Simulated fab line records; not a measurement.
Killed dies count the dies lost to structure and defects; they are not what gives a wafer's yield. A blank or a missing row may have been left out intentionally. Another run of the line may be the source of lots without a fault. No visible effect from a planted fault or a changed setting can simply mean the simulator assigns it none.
fab line records    flow n5_finfet
record: lots: 15  wafers: 45  last_day: 17
route steps=1938 shown HKMG_FIN@430
lots that met no fault: from a run of the same line without faults
start_h: hours from the record's first day to the start of the lot's first wafer shown    wait_h: hours since the lot's step before    " same as the row above    L1.1+2: several wafers, shown together as one row    - no value, or no start given    * or withheld: withheld    < > ~ a bound
route shown NAME@n: names a module that has steps shown in the file, with the first one's number in the route    usual: mean/standard deviation of fault-free wafers    same: alike in all rows    chamber/n: place in a boat    sites: the reading at each site    _std_site: how widely they spread, as a standard deviation    _edge_site: the outer-site mean with the inner-site mean subtracted    radius_mm: how far each site lies from the wafer's centre    mask NAME#n: copy n    behind: the most recent tool/chamber to have shaped the wafer    hold: why the lot was held/for how many hours/how that ended    device: names the non-switching transistor (n, p or np)    end of line: at the end of the route, the tests of the same wafers    a step without rows: its recipe alone    killed: dies lost to structure and defects at the first sort, not the wafer's yield    map: the dies of a wafer, with x for killed, . for not killed, _ for no die there
set.NAME: the setting the step ran with; set.NAME@STEP: the setting that earlier step ran with    model.NAME: the simulator's own value behind a step, which no gauge read
one table for each step of the route and one row for each wafer, over a sample of lots
services: when a tool's chamber went out of use (start_h, in hours from the record's first day, below 0 if earlier), for how many hours, and the reason
== steps ==
step: N5_HKMG_FIN_CD_MEAS_12
recipe: target_cd_nm: 92.8  landing_energy_ev: 500  detector: se_inlens
usual: cd_nm: 92.5/0.91
lot.wafer  tool       chamber  start_h  wait_h  cd_nm
L692.1     cd_sem-01  0        83.98    -       93.1
L692.4     "          0        "        "       94.0
L692.5     "          0        "        "       93.3
L695.1     cd_sem-02  0        104.18   -       93.8
L695.5     "          0        "        "       93.8
L695.6     "          0        "        "       93.7
L696.1     cd_sem-02  0        105.42   -       93.2
L696.4     "          0        "        "       92.9
L696.5     "          0        "        "       91.5
L698.2     cd_sem-02  0        117.17   -       93.2
L698.3     "          0        "        "       92.4
L698.6     "          0        "        "       91.5
L699.3     cd_sem-01  0        124.16   -       92.7
L699.5     "          0        "        "       92.4
L699.6     "          0        "        "       92.0
L702.1     cd_sem-02  0        143.41   -       93.8
L702.4     "          0        "        "       93.4
L702.5     "          0        "        "       92.6
L703.2     cd_sem-03  0        151.03   -       92.2
L703.3     "          0        "        "       92.5
L703.6     "          0        "        "       92.2
L704.1     cd_sem-01  0        152.30   -       93.4
L704.5     "          0        "        "       93.7
L704.6     "          0        "        "       93.0
L707.4     cd_sem-02  0        170.55   -       92.8
L707.5     "          0        "        "       93.2
L707.6     "          0        "        "       93.8
L708.2     cd_sem-02  0        180.84   -       93.2
L708.4     "          0        "        "       93.6
L708.6     "          0        "        "       93.5
L709.1     cd_sem-03  0        187.49   -       92.1
L709.2     "          0        "        "       92.5
L709.3     "          0        "        "       90.8
L710.2     cd_sem-03  0        191.97   -       90.7
L710.4     "          0        "        "       92.7
L710.5     "          0        "        "       91.7
L711.1     cd_sem-03  0        196.23   -       90.7
L711.4     "          0        "        "       91.6
L711.5     "          0        "        "       90.4
L712.2     cd_sem-03  0        201.18   -       91.9
L712.5     "          0        "        "       91.9
L712.6     "          0        "        "       92.4
L714.3     cd_sem-01  0        216.89   -       91.6
L714.4     "          0        "        "       93.6
L714.5     "          0        "        "       91.7
step: N5_HKMG_FIN_INSPECT_14
recipe: mode: adi  inspect_instrument: macro
usual: raw_defect_count: 2.1/1.4
lot.wafer  tool               chamber  start_h  wait_h  raw_defect_count
L692.1     defect_inspect-02  -        84.03    0.0     2
L692.4     "                  -        "        "       3
L692.5     "                  -        "        "       3
L695.1     defect_inspect-01  -        104.24   0.0     2
L695.5     "                  -        "        "       2
L695.6     "                  -        "        "       1
L696.1     defect_inspect-01  -        105.47   0.0     4
L696.4     "                  -        "        "       3
L696.5     "                  -        "        "       4
L698.2     defect_inspect-02  -        117.23   0.0     1
L698.3     "                  -        "        "       6
L698.6     "                  -        "        "       2
L699.3     defect_inspect-01  -        124.21   0.0     2
L699.5     "                  -        "        "       2
L699.6     "                  -        "        "       4
L702.1     defect_inspect-01  -        143.47   0.0     5
L702.4     "                  -        "        "       1
L702.5     "                  -        "        "       2
L703.2     defect_inspect-01  -        151.09   0.0     5
L703.3     "                  -        "        "       3
L703.6     "                  -        "        "       1
L704.1     defect_inspect-01  -        152.36   0.0     3
L704.5     "                  -        "        "       2
L704.6     "                  -        "        "       1
L707.4     defect_inspect-01  -        170.60   0.0     4
L707.5     "                  -        "        "       1
L707.6     "                  -        "        "       1
L708.2     defect_inspect-02  -        180.89   0.0     1
L708.4     "                  -        "        "       4
L708.6     "                  -        "        "       2
L709.1     defect_inspect-02  -        187.54   0.0     1
L709.2     "                  -        "        "       3
L709.3     "                  -        "        "       0
L710.2     defect_inspect-01  -        192.02   0.0     3
L710.4     "                  -        "        "       3
L710.5     "                  -        "        "       3
L711.1     defect_inspect-02  -        196.29   0.0     1
L711.4     "                  -        "        "       1
L711.5     "                  -        "        "       2
L712.2     defect_inspect-02  -        201.23   0.0     1
L712.5     "                  -        "        "       3
L712.6     "                  -        "        "       2
L714.3     defect_inspect-02  -        216.94   0.0     1
L714.4     "                  -        "        "       2
L714.5     "                  -        "        "       4
step: N5_HKMG_FIN_STRIP_19
recipe: chemistry: N2/H2  power_w: 2500  temp_c: 300  h2_frac: 0.65  time_s: 360  pressure_mtorr: withheld  n2_flow_sccm: 1750  h2_flow_sccm: 3250
usual: drypump_motor_current_A: 5.8/0.45  heater_power_w: 464/13
lot.wafer  tool             chamber  start_h  wait_h  drypump_motor_current_A  heater_power_w  rf_hours_counter_h
L692.1     plasma_asher-02  0        84.66    0.0     6.4                      470             94
L692.4     "                1        "        "       5.7                      466             -
L692.5     "                0        "        "       6.4                      465             -
L695.1     plasma_asher-01  0        104.87   0.0     5.4                      448             38
L695.5     "                1        "        "       5.3                      481             -
L695.6     "                0        "        "       5.4                      443             -
L696.1     plasma_asher-02  0        106.11   0.0     6.4                      473             99
L696.4     "                0        "        "       6.4                      484             -
L696.5     "                1        "        "       5.7                      460             -
L698.2     plasma_asher-02  0        117.90   0.0     6.4                      458             100
L698.3     "                0        "        "       6.4                      460             -
L698.6     "                1        "        "       5.7                      469             -
L699.3     plasma_asher-02  0        125.51   0.1     6.4                      473             -
L699.5     "                0        "        "       6.4                      471             -
L699.6     "                1        "        "       5.7                      455             -
L702.1     plasma_asher-02  1        144.20   0.1     5.7                      464             107
L702.4     "                1        "        "       5.7                      459             -
L702.5     "                0        "        "       6.4                      459             -
L703.2     plasma_asher-01  1        151.72   0.0     5.3                      493             44
L703.3     "                0        "        "       5.4                      450             -
L703.6     "                1        "        "       5.3                      487             -
L704.1     plasma_asher-01  1        153.64   0.0     5.3                      496             45
L704.5     "                1        "        "       5.3                      479             -
L704.6     "                0        "        "       5.4                      439             -
L707.4     plasma_asher-01  1        171.35   0.1     5.3                      485             -
L707.5     "                1        "        "       5.3                      485             -
L707.6     "                0        "        "       5.4                      464             -
L708.2     plasma_asher-02  1        181.52   0.0     5.7                      471             116
L708.4     "                0        "        "       6.4                      463             -
L708.6     "                0        "        "       6.4                      461             -
L709.1     plasma_asher-02  1        188.20   0.0     5.7                      467             117
L709.2     "                0        "        "       6.4                      471             117
L709.3     "                1        "        "       5.8                      469             -
L710.2     plasma_asher-02  0        192.66   0.0     6.4                      469             118
L710.4     "                1        "        "       5.7                      463             -
L710.5     "                1        "        "       5.8                      454             -
L711.1     plasma_asher-02  0        197.15   0.0     6.4                      458             119
L711.4     "                1        "        "       5.7                      460             -
L711.5     "                0        "        "       6.4                      466             -
L712.2     plasma_asher-02  1        201.86   0.0     5.8                      463             121
L712.5     "                0        "        "       6.4                      460             -
L712.6     "                1        "        "       5.7                      458             -
L714.3     plasma_asher-02  1        218.28   0.1     5.7                      454             -
L714.4     "                0        "        "       6.4                      472             -
L714.5     "                1        "        "       5.7                      465             -
step: N5_HKMG_FIN_ETCH_67
recipe: chemistry: N2/H2  target: SOC  target_depth_a: 3889  stop_on: TiN  ion_energy_ev: 100  bias_w: 61  pressure_mtorr: 30  source_w: 850  n2_flow_sccm: 200  h2_flow_sccm: 200
usual: bias_w: 61.01/0.16  chamber_pressure_mTorr: 29.997/0.027  drypump_motor_current_A: 5.6/0.39  oes_product_au: 0.77/0.087  rf_vpp_V: 240.3/1.1  showerhead_plenum_p_Torr: 2.52/0.071  throttle_valve_pct: 17.88/0.28
lot.wafer  tool         chamber  start_h  wait_h  bias_w  chamber_pressure_mTorr  drypump_motor_current_A  oes_product_au  rf_hours_counter_h  rf_vpp_V  showerhead_plenum_p_Torr  throttle_valve_pct
L692.1     rie_diel-04  2        86.47    -       61.06   29.985                  6.0                      0.71            177                 239.5     2.51                      17.62
L692.4     "            3        "        "       60.88   30.003                  5.5                      0.80            89                  240.0     2.43                      17.37
L692.5     "            2        "        "       61.04   29.997                  6.0                      0.71            -                   239.2     2.51                      17.62
L695.1     rie_diel-06  2        106.67   -       61.29   30.010                  5.5                      0.74            161                 241.1     2.57                      18.29
L695.5     "            0        "        "       61.14   29.978                  5.7                      0.67            -                   238.7     2.53                      17.99
L695.6     "            3        "        "       61.16   29.993                  5.5                      0.89            -                   240.1     2.48                      17.67
L696.1     rie_diel-02  1        108.07   -       61.30   30.003                  5.6                      0.72            176                 238.8     2.42                      17.55
L696.4     "            0        "        "       61.42   30.030                  5.9                      0.72            206                 241.4     2.63                      17.65
L696.5     "            1        "        "       61.10   30.009                  5.6                      0.72            -                   239.0     2.42                      17.55
L698.2     rie_diel-02  3        119.78   -       60.93   30.014                  5.2                      0.88            28                  240.3     2.51                      18.04
L698.3     "            2        "        "       61.06   29.991                  4.8                      0.75            158                 240.9     2.65                      17.79
L698.6     "            0        "        "       60.78   30.002                  5.9                      0.72            -                   240.8     2.62                      17.64
L699.3     rie_diel-06  3        127.18   -       61.11   29.986                  5.5                      0.89            42                  239.3     2.48                      17.67
L699.5     "            0        "        "       60.88   30.048                  5.7                      0.66            -                   239.7     2.52                      17.99
L699.6     "            1        "        "       61.06   29.984                  6.2                      0.93            -                   240.1     2.49                      17.92
L702.1     rie_diel-06  2        146.28   -       -       -                       -                        -               -                   -         -                         -
L702.4     "            0        "        "       -       -                       -                        -               -                   -         -                         -
L702.5     "            0        "        "       -       -                       -                        -               -                   -         -                         -
L703.2     rie_diel-04  3        153.89   -       -       -                       -                        -               -                   -         -                         -
L703.3     "            1        "        "       -       -                       -                        -               -                   -         -                         -
L703.6     "            3        "        "       -       -                       -                        -               -                   -         -                         -
L704.1     rie_diel-04  0        155.65   -       -       -                       -                        -               -                   -         -                         -
L704.5     "            3        "        "       -       -                       -                        -               -                   -         -                         -
L704.6     "            2        "        "       -       -                       -                        -               -                   -         -                         -
L707.4     rie_diel-02  3        173.17   -       60.99   30.032                  5.2                      0.86            45                  240.2     2.51                      18.08
L707.5     "            2        "        "       60.93   30.021                  4.8                      0.74            -                   241.3     2.65                      17.82
L707.6     "            3        "        "       61.01   29.994                  5.2                      0.86            -                   241.7     2.51                      18.08
L708.2     rie_diel-04  1        183.34   -       61.30   30.007                  5.1                      0.74            154                 239.2     2.45                      18.39
L708.4     "            0        "        "       60.86   30.009                  6.1                      0.71            -                   242.5     2.63                      17.90
L708.6     "            1        "        "       61.10   29.969                  5.1                      0.74            -                   238.9     2.45                      18.39
L709.1     rie_diel-04  0        190.06   -       60.86   29.992                  6.1                      0.71            219                 240.9     2.63                      17.90
L709.2     "            2        "        "       61.26   30.013                  6.0                      0.69            211                 241.3     2.50                      17.68
L709.3     "            3        "        "       60.79   29.979                  5.5                      0.76            127                 239.2     2.41                      17.46
L710.2     rie_diel-02  3        194.46   -       61.06   29.990                  5.2                      0.84            53                  240.6     2.50                      18.09
L710.4     "            1        "        "       60.95   30.008                  5.7                      0.70            203                 240.0     2.41                      17.59
L710.5     "            2        "        "       61.01   29.959                  4.8                      0.74            -                   240.4     2.64                      17.82
L711.1     rie_diel-06  0        198.95   -       61.20   29.971                  5.7                      0.95            3                   239.9     2.51                      17.61
L711.4     "            1        "        "       61.13   30.003                  6.2                      0.87            47                  239.6     2.48                      17.96
L711.5     "            2        "        "       61.18   29.996                  5.5                      0.72            -                   240.7     2.56                      18.32
L712.2     rie_diel-04  0        203.67   -       60.80   29.965                  6.1                      0.70            223                 242.3     2.63                      17.91
L712.5     "            1        "        "       60.86   30.002                  5.1                      0.74            -                   239.5     2.45                      18.43
L712.6     "            0        "        "       60.90   30.047                  6.1                      0.69            -                   242.8     2.63                      17.92
L714.3     rie_diel-06  0        220.16   -       60.92   30.030                  5.6                      0.91            10                  240.8     2.51                      17.63
L714.4     "            3        "        "       60.93   30.007                  5.5                      0.82            78                  238.9     2.47                      17.73
L714.5     "            1        "        "       60.89   29.954                  6.2                      0.86            -                   237.6     2.48                      17.98
== services ==
tool             chamber  start_h  hours  kind
rie_diel-06      1        61.97    -      clean
rie_diel-06      1        61.97    -      consumable_replace:focus_ring
rie_diel-06      1        61.97    16.0   scheduled_down
rie_diel-06      1        61.97    16.0   vent_cycle
rie_diel-04      3        69.58    3.5    repair
rie_diel-02      1        71.49    3.0    repair
plasma_asher-01  -        72.72    14.6   pm
rie_diel-06      2        148.52   29.0   repair
plasma_asher-01  -        156.52   0.4    repair
rie_diel-02      3        166.84   4.9    repair
rie_diel-02      -        177.25   2.8    pm
rie_diel-06      0        177.60   -      clean
rie_diel-06      0        177.60   -      consumable_replace:focus_ring
rie_diel-06      0        177.60   13.5   scheduled_down
rie_diel-06      0        177.60   13.5   vent_cycle
rie_diel-04      2        179.58   5.0    repair
rie_diel-02      0        197.42   3.8    repair
== key ==
first_sign: step: N5_HKMG_FIN_ETCH_67  reading: tool_record  direction: missing
effect none on later readings
met_at N5_HKMG_FIN_ETCH_67
struck_lots L702,L703,L704
rows_end L703.2,L703.3,L703.6
later_rows_left_out L702.1,L702.4,L702.5,L704.1,L704.5,L704.6
sort_left_out L702.1,L702.4,L702.5,L704.1,L704.5,L704.6
not_acting_at N5_HKMG_FIN_CD_MEAS_12,N5_HKMG_FIN_INSPECT_14,N5_HKMG_FIN_STRIP_19
onset_between 127.18 146.28
fault: kind: skipped_step_whole  tool: rie_diel-04,rie_diel-06  chamber: -  onset_h: 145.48  steps: N5_HKMG_FIN_ETCH_67  scope: struck_lots_only
sort_left_out: the simulated sort isn't trusted on such a fault, so these wafers' sort isn't shown, and their yield isn't known
later_rows_left_out: the simulator's readings of these wafers behind a module that went badly wrong aren't trusted and aren't shown, but for the sort
rows_end: these wafers met a further fault down the route, and their rows from its step on are left out
